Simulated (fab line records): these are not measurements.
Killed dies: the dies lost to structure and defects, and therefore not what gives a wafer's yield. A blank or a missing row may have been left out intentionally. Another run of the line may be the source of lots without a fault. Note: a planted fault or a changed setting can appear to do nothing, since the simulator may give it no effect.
A single fault, viewed from 2 desks | flow n5_finfet | each desk has only its own numbers; what lay behind them comes last

## METROLOGY DESK
Lot by lot, what the gauges showed, no matter which tool ran the lot: averages of those sampled wafers that carry a number. The brackets show how far a lot's mean lies from the usual mean; more than 4 standard deviations puts the lot out of limits, marked OUT. Shown here are 7 of its 10 readings, the ones lying furthest out on some lot.
Columns: A = DIBL_N at N5_BEOL_M4_RC_MEAS_101, usual 36.6 mV/V; B = DIBL_P at N5_BEOL_M4_RC_MEAS_101, usual 36.7 mV/V; C = IOFF_N at N5_BEOL_M4_RC_MEAS_101, usual 0.155 nA/um; D = IOFF_P at N5_BEOL_M4_RC_MEAS_101, usual 0.208 nA/um; E = ION_N at N5_BEOL_M4_RC_MEAS_101, usual 673 uA/um; F = SS_N at N5_BEOL_M4_RC_MEAS_101, usual 71.6 mV/dec; G = VT_P at N5_BEOL_M4_RC_MEAS_101, usual -251 mV
lot  | first seen here | A    | B    | C     | D     | E   | F    | G
L484 | day 10 17:33    | 36.9 | 36.1 | 0.147 | 0.230 | 664 | 71.3 | -245
L486 | day 10 22:09    | 35.5 | 33.8 | 0.152 | 0.191 | 673 | 71.0 | -251
L487 | day 11 04:32    | 36.4 | 36.5 | 0.174 | 0.232 | 676 | 72.1 | -248
L488 | day 11 12:46    | 36.5 | 36.3 | 0.147 | 0.185 | 668 | 70.7 | -252
L489 | day 12 02:20    | 36.1 | 37.1 | 0.165 | 0.221 | 677 | 71.8 | -249
L491 | day 12 12:07    | 37.5 | 37.8 | 0.163 | 0.250 | 666 | 71.7 | -246
L495 | day 12 23:29    | 38.6 | 36.3 | 0.169 | 0.216 | 679 | 71.5 | -250
L490 | day 13 03:10    | 36.6 | 39.7 | 0.179 | 0.218 | 686 | 72.5 | -252
L497 | day 13 18:49    | 35.8 | 36.3 | 0.164 | 0.228 | 676 | 72.2 | -248
L505 | day 16 02:40    | 36.7 | 36.5 | 0.150 | 0.221 | 676 | 71.5 | -248
Result from this desk: across the 10 lots, nothing is out of limits.

## DESK OF THE TOOL OWNER: cvd_w-02
The tool's own readings at N5_HKMG_FIN_ALD_72 (deposits W, target thk 2 nm, pulse time 1 s, purge time 2 s): means of the sampled wafers that have a number, for each lot that ran on this tool. The brackets show how far a lot's mean lies from the usual mean; more than 4 standard deviations puts the lot out of limits, marked OUT.
Columns: A = heater_power_w at N5_HKMG_FIN_ALD_72, usual 519 W; B = precursor_pulse_height_rel at N5_HKMG_FIN_ALD_72, usual 1.000
lot  | first seen here | A   | B
L486 | day 4 20:23     | 492 | 0.991
L487 | day 5 00:41     | 468 | 0.995
L488 | day 5 07:05     | 448 | 1.003
L491 | day 6 09:55     | 498 | 1.000
L490 | day 6 11:52     | 475 | 1.012
L495 | day 7 03:55     | 478 | 1.000
L497 | day 7 13:40     | 476 | 1.007
Result from this desk: across the 7 lots, nothing is out of limits.

## ALL TOGETHER
From the metrology desk's view, nothing was out of limits.
The tool owner's desk saw nothing out of limits.

## WHAT THE SIMULATOR PUT IN
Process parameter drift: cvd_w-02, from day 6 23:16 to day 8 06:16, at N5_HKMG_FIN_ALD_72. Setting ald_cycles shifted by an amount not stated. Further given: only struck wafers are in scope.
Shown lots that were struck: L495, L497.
